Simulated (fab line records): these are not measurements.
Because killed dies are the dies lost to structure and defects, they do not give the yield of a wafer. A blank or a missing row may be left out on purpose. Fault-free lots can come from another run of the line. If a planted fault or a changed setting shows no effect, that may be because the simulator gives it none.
One fault seen from 3 desks -- flow nand_harc -- what lay behind the numbers comes last; until then each desk has only its own

== THE DEFECT DESK ==
Lot by lot, what the route's inspections counted, given as the mean of those sampled wafers with a number. If a lot's mean is further than 4 standard deviations from the usual mean, the lot is out of limits and carries the mark OUT (the distance appears in the brackets).
Columns: A = raw_defect_count at NHARC_A_M0_INSPECT_27, usual 441; B = raw_defect_count at NHARC_A_M1_INSPECT_11, usual 29
lot,first seen here,A,B
L433,day 18 00:19,388,23
L437,day 20 00:25,487,563 (+44) OUT
L442,day 20 17:10,463,559 (+44) OUT
L441,day 21 08:41,549,15
L450,day 22 18:21,433,17
L448,day 23 10:41,414,57
This desk finds L437, L442 out of limits, L437 being first, at day 20 01:58 (raw_defect_count at NHARC_A_M1_INSPECT_11). L433, L441, L450, L448 stayed within limits.

== FOR THE TOOL OWNER'S DESK: pecvd-04 ==
The tool's own readings at NHARC_A_M0_DEP_32 (deposits SiCN, target thk 30 nm): means of the sampled wafers that have a number, for each lot that ran on this tool. If a lot's mean is further than 4 standard deviations from the usual mean, the lot is out of limits and carries the mark OUT (the distance appears in the brackets).
Columns: A = heater_power_w at NHARC_A_M0_DEP_32, usual 559 W; B = rf_fwd_power_W at NHARC_A_M0_DEP_32, usual 448.8 W
lot,first seen here,A,B
L437,day 20 00:37,543,450.1
L442,day 20 17:52,487,448.4
L448,day 23 10:50,447,448.3
Finding of this desk: none of the 3 lots has anything out of limits.

== METROLOGY DESK ==
What the gauges read for every lot (on any tool): the sampled wafers with a number, averaged. If a lot's mean is further than 4 standard deviations from the usual mean, the lot is out of limits and carries the mark OUT (the distance appears in the brackets).
Columns: A = thk_nm at NHARC_A_M0_THK_MEAS_24, usual 113.0 nm; B = cd_nm at NHARC_A_M1_CD_MEAS_09, usual 119.9 nm; C = overlay_x_nm at NHARC_A_M1_OVL_MEAS_10, usual 0.0 nm; D = overlay_y_nm at NHARC_A_M1_OVL_MEAS_10, usual 0.3 nm
lot,first seen here,A,B,C,D
L433,day 18 00:10,113.6,119.8,0.5,-1.4
L437,day 20 00:16,111.3,119.2,0.5,1.1
L442,day 20 17:01,112.5,120.4,-0.5,-0.5
L441,day 21 08:32,112.4,120.1,-0.6,-0.1
L450,day 22 18:11,112.3,120.0,0.3,1.4
L448,day 23 10:32,113.6,119.4,0.1,-1.0
Finding of this desk: none of the 6 lots has anything out of limits.

== PUT TOGETHER ==
The defect desk could have raised an alarm at day 20 01:58, on L437, L442.
The desk of the tool owner found nothing out of limits.
At the metrology desk, nothing out of limits was observed.
On record at the tool owner's desk: L437, L442, within its limits.
The metrology desk has L437, L442 on record, within its limits.
On pecvd-04, each named lot ran NHARC_A_M0_DEP_32.

== WHAT THE SIMULATOR PUT IN ==
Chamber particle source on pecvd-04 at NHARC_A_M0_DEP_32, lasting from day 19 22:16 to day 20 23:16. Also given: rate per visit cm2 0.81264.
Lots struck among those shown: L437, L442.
Hours from the fault's start to each desk's first reading out of limits: the defect desk, 4.
